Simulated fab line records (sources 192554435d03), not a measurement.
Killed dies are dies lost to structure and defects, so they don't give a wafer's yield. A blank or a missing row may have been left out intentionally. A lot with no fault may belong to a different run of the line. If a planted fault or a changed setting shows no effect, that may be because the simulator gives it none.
The tool behind it: which one? || flow n5Finfet || 12 lots, 36 wafers sampled, at 6 steps of a route of 1938

## WHAT THE GAUGES READ, wafer by wafer
N5_GATE_CUT_THK_MEAS_24.
{"lot": "L075", "measured": "day 5 02:40", "on": "filmMetro-02", "GC_FILL_THK (nm)": "219.3 219.9 221.1"}
{"lot": "L077", "measured": "day 5 09:38", "on": "filmMetro-02", "GC_FILL_THK (nm)": "217.6 219.8 220.3"}
{"lot": "L079", "measured": "day 5 20:02", "on": "filmMetro-01", "GC_FILL_THK (nm)": "216.7 217.5 219.6"}
{"lot": "L081", "measured": "day 6 17:58", "on": "filmMetro-01", "GC_FILL_THK (nm)": "221.5 222.6 222.0"}
{"lot": "L083", "measured": "day 6 23:19", "on": "filmMetro-01", "GC_FILL_THK (nm)": "216.0 219.4 219.8"}
{"lot": "L085", "measured": "day 7 10:42", "on": "filmMetro-02", "GC_FILL_THK (nm)": "217.0 219.1 221.1"}
{"lot": "L087", "measured": "day 7 21:21", "on": "filmMetro-02", "GC_FILL_THK (nm)": "218.1 219.2 222.1"}
{"lot": "L089", "measured": "day 8 09:22", "on": "filmMetro-01", "GC_FILL_THK (nm)": "223.9 222.8 221.8"}
{"lot": "L091", "measured": "day 8 19:29", "on": "filmMetro-02", "GC_FILL_THK (nm)": "217.2 217.8 219.7"}
{"lot": "L093", "measured": "day 9 08:19", "on": "filmMetro-01", "GC_FILL_THK (nm)": "222.7 221.0 223.8"}
{"lot": "L095", "measured": "day 9 20:13", "on": "filmMetro-02", "GC_FILL_THK (nm)": "218.1 221.6 221.1"}
{"lot": "L097", "measured": "day 10 07:57", "on": "filmMetro-01", "GC_FILL_THK (nm)": "219.4 221.4 220.3"}

## TOOL THAT RAN EACH LOT (tool first, then ch and the chambers of the sampled wafers, then the start)
{"lot": "L075", "N5_GATE_CUT_ETCH_58": "rieDiel-06 ch 1,2,3, day 4 20:22", "N5_GATE_CUT_HM_OPEN_40": "rieDiel-02 ch 2,3, day 5 00:07", "N5_GATE_CUT_CUT_ETCH_54": "rieMetal-03 ch 1, day 5 00:24", "N5_GATE_CUT_ETCH_47": "rieMetal-03 ch 1, day 5 00:29", "N5_GATE_CUT_CMP_23": "cmp-02 ch 0,1,2, day 5 02:25"}
{"lot": "L077", "N5_GATE_CUT_ETCH_58": "rieDiel-05 ch 0,1,2, day 5 03:16", "N5_GATE_CUT_HM_OPEN_40": "rieDiel-02 ch 0,2,3, day 5 07:11", "N5_GATE_CUT_CUT_ETCH_54": "rieMetal-01 ch 1, day 5 07:28", "N5_GATE_CUT_ETCH_47": "rieMetal-01 ch 1, day 5 07:34", "N5_GATE_CUT_CMP_23": "cmp-01 ch 0,1,3, day 5 09:25"}
{"lot": "L079", "N5_GATE_CUT_ETCH_58": "rieDiel-05 ch 1,2,3, day 5 13:45", "N5_GATE_CUT_HM_OPEN_40": "rieDiel-06 ch 1,2,3, day 5 17:17", "N5_GATE_CUT_CUT_ETCH_54": "rieMetal-02 ch 1, day 5 17:38", "N5_GATE_CUT_ETCH_47": "rieMetal-02 ch 1, day 5 17:49", "N5_GATE_CUT_CMP_23": "cmp-04 ch 0,1,3, day 5 19:44"}
{"lot": "L081", "N5_GATE_CUT_ETCH_58": "rieDiel-05 ch 1,2,3, day 6 10:44", "N5_GATE_CUT_HM_OPEN_40": "rieDiel-05 ch 1,2,3, day 6 14:28", "N5_GATE_CUT_CUT_ETCH_54": "rieMetal-02 ch 0,1, day 6 14:44", "N5_GATE_CUT_ETCH_47": "rieMetal-02 ch 0,1, day 6 14:49", "N5_GATE_CUT_CMP_23": "cmp-04 ch 1,2,3, day 6 17:46"}
{"lot": "L083", "N5_GATE_CUT_ETCH_58": "rieDiel-05 ch 1,2, day 6 16:25", "N5_GATE_CUT_HM_OPEN_40": "rieDiel-06 ch 0,1, day 6 20:52", "N5_GATE_CUT_CUT_ETCH_54": "rieMetal-01 ch 0,1, day 6 21:09", "N5_GATE_CUT_ETCH_47": "rieMetal-01 ch 0,1, day 6 21:14", "N5_GATE_CUT_CMP_23": "cmp-04 ch 1,2, day 6 23:01"}
{"lot": "L085", "N5_GATE_CUT_ETCH_58": "rieDiel-05 ch 0,1,2, day 7 03:58", "N5_GATE_CUT_HM_OPEN_40": "rieDiel-06 ch 1,2,3, day 7 07:38", "N5_GATE_CUT_CUT_ETCH_54": "rieMetal-03 ch 1, day 7 07:59", "N5_GATE_CUT_ETCH_47": "rieMetal-03 ch 1, day 7 08:10", "N5_GATE_CUT_CMP_23": "cmp-02 ch 0,1,3, day 7 10:29"}
{"lot": "L087", "N5_GATE_CUT_ETCH_58": "rieDiel-05 ch 0,1,3, day 7 14:29", "N5_GATE_CUT_HM_OPEN_40": "rieDiel-02 ch 0,1,2, day 7 18:53", "N5_GATE_CUT_CUT_ETCH_54": "rieMetal-02 ch 0,1, day 7 19:11", "N5_GATE_CUT_ETCH_47": "rieMetal-02 ch 0,1, day 7 19:16", "N5_GATE_CUT_CMP_23": "cmp-04 ch 0,2,3, day 7 21:04"}
{"lot": "L089", "N5_GATE_CUT_ETCH_58": "rieDiel-06 ch 1,2, day 8 03:08", "N5_GATE_CUT_HM_OPEN_40": "rieDiel-06 ch 1,3, day 8 06:48", "N5_GATE_CUT_CUT_ETCH_54": "rieMetal-01 ch 0, day 8 07:05", "N5_GATE_CUT_ETCH_47": "rieMetal-01 ch 0, day 8 07:11", "N5_GATE_CUT_CMP_23": "cmp-02 ch 0,2,3, day 8 09:07"}
{"lot": "L091", "N5_GATE_CUT_ETCH_58": "rieDiel-06 ch 1,2, day 8 12:55", "N5_GATE_CUT_HM_OPEN_40": "rieDiel-05 ch 1,3, day 8 16:35", "N5_GATE_CUT_CUT_ETCH_54": "rieMetal-03 ch 0, day 8 16:57", "N5_GATE_CUT_ETCH_47": "rieMetal-03 ch 0, day 8 17:07", "N5_GATE_CUT_CMP_23": "cmp-02 ch 0,2,3, day 8 19:16"}
{"lot": "L093", "N5_GATE_CUT_ETCH_58": "rieDiel-02 ch 0,1,2, day 9 01:01", "N5_GATE_CUT_HM_OPEN_40": "rieDiel-02 ch 0,1,3, day 9 05:14", "N5_GATE_CUT_CUT_ETCH_54": "rieMetal-03 ch 0,1, day 9 05:32", "N5_GATE_CUT_ETCH_47": "rieMetal-03 ch 0,1, day 9 05:37", "N5_GATE_CUT_CMP_23": "cmp-04 ch 0,1,2, day 9 08:01"}
{"lot": "L095", "N5_GATE_CUT_ETCH_58": "rieDiel-05 ch 0,3, day 9 13:32", "N5_GATE_CUT_HM_OPEN_40": "rieDiel-06 ch 1,2, day 9 17:23", "N5_GATE_CUT_CUT_ETCH_54": "rieMetal-03 ch 0,1, day 9 17:42", "N5_GATE_CUT_ETCH_47": "rieMetal-03 ch 0,1, day 9 17:47", "N5_GATE_CUT_CMP_23": "cmp-04 ch 1,2, day 9 19:55"}
{"lot": "L097", "N5_GATE_CUT_ETCH_58": "rieDiel-02 ch 0,3, day 10 01:38", "N5_GATE_CUT_HM_OPEN_40": "rieDiel-02 ch 1,2, day 10 05:29", "N5_GATE_CUT_CUT_ETCH_54": "rieMetal-01 ch 0,1, day 10 05:47", "N5_GATE_CUT_ETCH_47": "rieMetal-01 ch 0,1, day 10 05:52", "N5_GATE_CUT_CMP_23": "cmp-02 ch 0,2,3, day 10 07:41"}
- N5_GATE_CUT_ETCH_58: etches SiNx in CH3F/O2, target depth 17 nm, time 128.6 s.
- N5_GATE_CUT_HM_OPEN_40: chemistry C4F6/O2, target SiO2, target depth 139 nm, time 85.1 s.
- N5_GATE_CUT_CUT_ETCH_54: etches TiN in Cl2/BCl3, target depth 96.7 nm.
- N5_GATE_CUT_ETCH_47: etches SiO2 in Cl2/BCl3, target depth 10 nm.
- N5_GATE_CUT_CMP_23: polishes, stops on SiO2, t overpolish 23.4 s, target thk 16 nm.

## THE ANSWER, worked out from the rows above alone
Rule: the lots themselves supply what counts as usual. Put in order of their means at a reading, lots are off if they are a third of the lots or fewer, leave a main group of 4 or more, and stand apart from it by a gap of 3 or more times the standard deviation of the main group's means; of several such gaps the widest counts. If all means in a main group match to the digits the tables above print for the reading, that group is not used. A lot without any number at a reading at which 4 lots or more have one is off too. All remaining lots with rows at the step are treated as sound.
No lot is off on any of the readings shown, so nothing can be concluded from this.

## WHAT THE SIMULATOR HAD PUT IN
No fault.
